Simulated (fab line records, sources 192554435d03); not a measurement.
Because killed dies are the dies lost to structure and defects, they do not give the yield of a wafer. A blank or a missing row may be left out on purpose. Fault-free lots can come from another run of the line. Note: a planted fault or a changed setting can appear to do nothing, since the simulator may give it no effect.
What tool caused it? :: flow n5_finfet :: 24 lots with 72 wafers sampled at 2 steps, on a route of 1938 steps

## WHAT THE GAUGES READ, wafer by wafer
N5_FIN_SAQP_CD_MEAS_27: target cd 20 nm. Usual: cd_nm reads 20.23 nm (standard deviation 0.26).
lot: L074
measured: day 1 23:46
on: cd_sem-01
cd_nm (nm): 20.01 20.72 19.93
flag: 

lot: L075
measured: day 2 07:00
on: cd_sem-01
cd_nm (nm): 20.27 20.66 20.30
flag: 

lot: L076
measured: day 2 13:23
on: cd_sem-02
cd_nm (nm): 20.12 20.18 20.36
flag: 

lot: L077
measured: day 2 18:17
on: cd_sem-01
cd_nm (nm): 19.83 20.34 20.01
flag: 

lot: L078
measured: day 3 00:17
on: cd_sem-02
cd_nm (nm): 20.79 20.10 20.21
flag: 

lot: L079
measured: day 3 06:01
on: cd_sem-03
cd_nm (nm): 20.36 20.29 19.91
flag: 

lot: L080
measured: day 3 11:44
on: cd_sem-01
cd_nm (nm): 20.52 20.20 20.05
flag: 

lot: L081
measured: day 3 20:46
on: cd_sem-03
cd_nm (nm): 20.62 19.90 20.51
flag: 

lot: L082
measured: day 4 02:01
on: cd_sem-03
cd_nm (nm): 20.85 20.64 20.31
flag: 

lot: L083
measured: day 4 07:53
on: cd_sem-01
cd_nm (nm): 20.21 20.64 20.03
flag: 

lot: L084
measured: day 4 12:28
on: cd_sem-03
cd_nm (nm): 20.29 20.26 20.11
flag: 

lot: L085
measured: day 4 19:16
on: cd_sem-03
cd_nm (nm): 20.84 19.72 20.13
flag: 

lot: L086
measured: day 5 00:20
on: cd_sem-01
cd_nm (nm): 19.60 20.17 20.13
flag: 

lot: L087
measured: day 5 07:26
on: cd_sem-03
cd_nm (nm): 20.24 20.22 19.61
flag: 

lot: L088
measured: day 5 12:52
on: cd_sem-01
cd_nm (nm): 19.98 19.80 19.73
flag: 

lot: L089
measured: day 5 18:22
on: cd_sem-01
cd_nm (nm): 20.73 20.22 20.45
flag: 

lot: L090
measured: day 6 01:29
on: cd_sem-01
cd_nm (nm): 19.95 20.22 19.95
flag: 

lot: L091
measured: day 6 06:14
on: cd_sem-01
cd_nm (nm): 20.32 20.08 20.50
flag: 

lot: L092
measured: day 6 11:41
on: cd_sem-01
cd_nm (nm): 20.37 20.13 20.25
flag: 

lot: L093
measured: day 6 18:23
on: cd_sem-01
cd_nm (nm): 20.45 20.31 20.32
flag: 

lot: L094
measured: day 6 23:53
on: cd_sem-01
cd_nm (nm): 20.06 19.89 20.05
flag: 

lot: L095
measured: day 7 07:41
on: cd_sem-02
cd_nm (nm): 20.38 20.21 20.60
flag: 

lot: L096
measured: day 7 12:10
on: cd_sem-02
cd_nm (nm): 20.32 20.29 20.53
flag: 

lot: L097
measured: day 7 19:13
on: cd_sem-03
cd_nm (nm): 20.45 20.58 20.03
flag: 

## EACH LOT AND THE TOOL THAT RAN IT (in order: tool; ch and the chambers of the sampled wafers; start)
lot: L074
N5_FIN_SAQP_RECESS_75: vapor_etch-02 ch 0,1, day 1 22:22

lot: L075
N5_FIN_SAQP_RECESS_75: vapor_etch-02 ch 0,1, day 2 05:37

lot: L076
N5_FIN_SAQP_RECESS_75: vapor_etch-01 ch 0,1, day 2 11:37

lot: L077
N5_FIN_SAQP_RECESS_75: vapor_etch-02 ch 0,1, day 2 17:05

lot: L078
N5_FIN_SAQP_RECESS_75: vapor_etch-01 ch 0,1, day 2 22:59

lot: L079
N5_FIN_SAQP_RECESS_75: vapor_etch-02 ch 0,1, day 3 04:43

lot: L080
N5_FIN_SAQP_RECESS_75: vapor_etch-01 ch 0,1, day 3 10:25

lot: L081
N5_FIN_SAQP_RECESS_75: vapor_etch-02 ch 0,1, day 3 19:16

lot: L082
N5_FIN_SAQP_RECESS_75: vapor_etch-01 ch 0, day 4 00:26

lot: L083
N5_FIN_SAQP_RECESS_75: vapor_etch-01 ch 0,1, day 4 06:35

lot: L084
N5_FIN_SAQP_RECESS_75: vapor_etch-02 ch 0,1, day 4 11:05

lot: L085
N5_FIN_SAQP_RECESS_75: vapor_etch-01 ch 0,1, day 4 18:05

lot: L086
N5_FIN_SAQP_RECESS_75: vapor_etch-02 ch 1, day 4 22:44

lot: L087
N5_FIN_SAQP_RECESS_75: vapor_etch-01 ch 0,1, day 5 06:05

lot: L088
N5_FIN_SAQP_RECESS_75: vapor_etch-01 ch 0,1, day 5 11:34

lot: L089
N5_FIN_SAQP_RECESS_75: vapor_etch-02 ch 0,1, day 5 17:04

lot: L090
N5_FIN_SAQP_RECESS_75: vapor_etch-01 ch 0,1, day 6 00:06

lot: L091
N5_FIN_SAQP_RECESS_75: vapor_etch-01 ch 0,1, day 6 05:02

lot: L092
N5_FIN_SAQP_RECESS_75: vapor_etch-02 ch 0,1, day 6 10:23

lot: L093
N5_FIN_SAQP_RECESS_75: vapor_etch-01 ch 0,1, day 6 17:03

lot: L094
N5_FIN_SAQP_RECESS_75: vapor_etch-01 ch 0,1, day 6 22:36

lot: L095
N5_FIN_SAQP_RECESS_75: vapor_etch-02 ch 0,1, day 7 06:28

lot: L096
N5_FIN_SAQP_RECESS_75: vapor_etch-02 ch 0,1, day 7 10:58

lot: L097
N5_FIN_SAQP_RECESS_75: vapor_etch-02 ch 0,1, day 7 17:19
- N5_FIN_SAQP_RECESS_75: chemistry HF/NH3, target SiO2, target depth 14.4 nm, afs cycles 3, sublimation time 60 s.

## AS READ BY THE TOOLS THEMSELVES (means over the sampled wafers that have a number; for cases with no such wafer, the mark the record gives instead)
N5_FIN_SAQP_RECESS_75. Usual: drypump_motor_current_A reads 5.6 A (standard deviation 0.33).
lot: L074
tool: vapor_etch-02
drypump_motor_current_A (A): 5.3
flag: 

lot: L075
tool: vapor_etch-02
drypump_motor_current_A (A): 5.3
flag: 

lot: L076
tool: vapor_etch-01
drypump_motor_current_A (A): 5.7
flag: 

lot: L077
tool: vapor_etch-02
drypump_motor_current_A (A): 5.5
flag: 

lot: L078
tool: vapor_etch-01
drypump_motor_current_A (A): 5.7
flag: 

lot: L079
tool: vapor_etch-02
drypump_motor_current_A (A): 5.5
flag: 

lot: L080
tool: vapor_etch-01
drypump_motor_current_A (A): 5.9
flag: 

lot: L081
tool: vapor_etch-02
drypump_motor_current_A (A): 5.5
flag: 

lot: L082
tool: vapor_etch-01
drypump_motor_current_A (A): 5.6
flag: 

lot: L083
tool: vapor_etch-01
drypump_motor_current_A (A): 5.9
flag: 

lot: L084
tool: vapor_etch-02
drypump_motor_current_A (A): 5.5
flag: 

lot: L085
tool: vapor_etch-01
drypump_motor_current_A (A): 5.9
flag: 

lot: L086
tool: vapor_etch-02
drypump_motor_current_A (A): 5.1
flag: 

lot: L087
tool: vapor_etch-01
drypump_motor_current_A (A): 5.7
flag: 

lot: L088
tool: vapor_etch-01
drypump_motor_current_A (A): 5.7
flag: 

lot: L089
tool: vapor_etch-02
drypump_motor_current_A (A): 5.3
flag: 

lot: L090
tool: vapor_etch-01
drypump_motor_current_A (A): 5.9
flag: 

lot: L091
tool: vapor_etch-01
drypump_motor_current_A (A): 5.9
flag: 

lot: L092
tool: vapor_etch-02
drypump_motor_current_A (A): 5.3
flag: 

lot: L093
tool: vapor_etch-01
drypump_motor_current_A (A): 5.7
flag: 

lot: L094
tool: vapor_etch-01
drypump_motor_current_A (A): 5.7
flag: 

lot: L095
tool: vapor_etch-02
drypump_motor_current_A (A): 5.5
flag: 

lot: L096
tool: vapor_etch-02
drypump_motor_current_A (A): 5.5
flag: 

lot: L097
tool: vapor_etch-02
drypump_motor_current_A (A): 5.3
flag: 

## THE ANSWER, worked out from the rows above alone
Rule: lot off if the mean of its wafers having a number is beyond 3 standard deviations from the usual mean. Also off: a lot with no number at a reading for which 4 or more lots have one. Any other lot the step has rows for is counted as sound. After the gauges, taken in route order, come the tools' own readings; for these a lot's mean is taken, as printed above. At the first step where some lot is off, the reading lying furthest off is the one used; lots without a number count as furthest.
No lot is off at any reading shown: from this, nothing can be told.

## WHAT THE SIMULATOR HAD INSERTED
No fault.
